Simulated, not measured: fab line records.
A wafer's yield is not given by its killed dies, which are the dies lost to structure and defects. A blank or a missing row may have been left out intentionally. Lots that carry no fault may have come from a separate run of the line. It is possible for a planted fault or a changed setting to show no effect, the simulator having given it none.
Chamber matching :: flow n5Finfet :: rieDiel-02 running N5_BEOL_M13_ETCH_67: 3 sister chambers
The step etches SiARC in CF4, target depth 143 nm, time 238.3 s. 3 wafers are shown with their chamber, then 7 later ones without.

== WAFERS, EACH WITH ITS CHAMBER ==
wafer: L086.1
chamber: 2
showerheadPlenumPTorr (Torr): 2.10

wafer: L090.1
chamber: 0
showerheadPlenumPTorr (Torr): 2.21

wafer: L090.5
chamber: 3
showerheadPlenumPTorr (Torr): 2.08

== WAFERS WITHOUT THEIR CHAMBER ==
wafer: L091.2
showerheadPlenumPTorr (Torr): 2.10

wafer: L092.4
showerheadPlenumPTorr (Torr): 2.21

wafer: L092.6
showerheadPlenumPTorr (Torr): 2.08

wafer: L094.1
showerheadPlenumPTorr (Torr): 2.09

wafer: L094.2
showerheadPlenumPTorr (Torr): 2.08

wafer: L094.4
showerheadPlenumPTorr (Torr): 2.21

wafer: L094.6
showerheadPlenumPTorr (Torr): 2.21

== WHICH CHAMBER EACH ONE RAN IN ==
wafer: L091.2
from the rows above: 2
in truth: 2

wafer: L092.4
from the rows above: 0
in truth: 0

wafer: L092.6
from the rows above: 3
in truth: 3

wafer: L094.1
from the rows above: can't be placed: 3 or 2
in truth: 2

wafer: L094.2
from the rows above: 3
in truth: 3

wafer: L094.4
from the rows above: 0
in truth: 0

wafer: L094.6
from the rows above: 0
in truth: 0
6 of 7 placed correctly. Unplaceable from these rows: 1, with the true chamber sitting among the candidates in 1. Placed wrongly: 0.
How it was worked out, from the rows above alone: a wafer's distance from a chamber is the root of the sum, over the readings, of the square of ((its reading less the chamber's mean) divided by the reading's scatter). The wafer belongs to the nearest chamber; if the next one is less than 2 further off, it can't be placed. A chamber's mean is the mean of its shown wafers. The scatter (one wafer shown for each chamber): square how far every hidden wafer sits from the nearest shown wafer, average those squares and take the square root.
